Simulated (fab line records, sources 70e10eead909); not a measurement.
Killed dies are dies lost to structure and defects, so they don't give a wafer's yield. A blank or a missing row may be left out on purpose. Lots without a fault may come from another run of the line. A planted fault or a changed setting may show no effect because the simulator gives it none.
Which tool did it? | flow nand_harc | 7 lots, 21 wafers sampled, at 3 steps of a route of 1302

WHAT THE GAUGES READ, wafer by wafer
NHARC_P_STI_CD_MEAS_09: target cd 200 nm.
lot  | measured     | on        | cd_nm (nm)
L777 | day 3 09:52  | cd_sem-03 | 201.2 201.1 202.7
L779 | day 4 00:13  | cd_sem-01 | 202.8 199.9 200.7
L783 | day 5 16:53  | cd_sem-03 | 199.5 198.4 203.2
L785 | day 6 13:40  | cd_sem-03 | 200.3 200.4 198.0
L788 | day 7 20:19  | cd_sem-02 | 203.4 199.1 202.1
L796 | day 11 05:28 | cd_sem-02 | 200.0 203.7 198.1
L799 | day 12 12:00 | cd_sem-02 | 153.8 196.8 156.5

WHICH TOOL RAN EACH LOT (tool, then ch and the chambers of the sampled wafers, then the start)
lot  | NHARC_P_ZERO_WELL_ETCH_63        | NHARC_P_STI_EXPOSE_06
L777 | rie_si-04 ch 0,2, day 2 07:40    | krf_scanner-01 ch 0, day 3 09:43
L779 | rie_si-02 ch 1,2,3, day 3 03:40  | krf_scanner-04 ch 0, day 4 00:04
L783 | rie_si-02 ch 1,3, day 4 19:33    | krf_scanner-03 ch 0, day 5 16:44
L785 | rie_si-05 ch 1,3, day 5 15:32    | krf_scanner-04 ch 0, day 6 13:31
L788 | rie_si-02 ch 0,1,2, day 6 21:44  | krf_scanner-01 ch 0, day 7 20:10
L796 | rie_si-02 ch 0,1,2, day 10 06:28 | krf_scanner-03 ch 0, day 11 05:19
L799 | rie_si-05 ch 0,2,3, day 11 11:34 | krf_scanner-01 ch 0, day 12 11:51
- NHARC_P_ZERO_WELL_ETCH_63: etches the open film in HBr/Cl2, target depth 120 nm, time 40.1 s.
- NHARC_P_STI_EXPOSE_06: exposes mask P STI, target cd 200 nm.

THE ANSWER, worked out from the rows above alone
Rule: what is usual is taken from the lots themselves. Put in order of their means at a reading, lots are off if they are a third of the lots or fewer, leave a main group of 4 or more, and stand apart from it by a gap of 3 or more times the standard deviation of the main group's means; of several such gaps the widest counts. A main group whose means are all the same, to the digits that the tables above print for the reading, isn't used. A lot without any number at a reading at which 4 lots or more have one is off too. The other lots that the step has rows for count as sound.
Off: L799, at NHARC_P_STI_CD_MEAS_09 (cd_nm). The main group: mean 200.8 nm, standard deviation 0.72.
A tool fits if, at a process step before that reading, it ran every lot that is off, and no sound lot after the first of them. The gauges at NHARC_P_STI_CD_MEAS_09 are tried like those tools. Can't be told from this: 3 tools fit, rie_si-05 at NHARC_P_ZERO_WELL_ETCH_63, krf_scanner-01 at NHARC_P_STI_EXPOSE_06, cd_sem-02 at NHARC_P_STI_CD_MEAS_09.

WHAT THE SIMULATOR HAD PUT IN
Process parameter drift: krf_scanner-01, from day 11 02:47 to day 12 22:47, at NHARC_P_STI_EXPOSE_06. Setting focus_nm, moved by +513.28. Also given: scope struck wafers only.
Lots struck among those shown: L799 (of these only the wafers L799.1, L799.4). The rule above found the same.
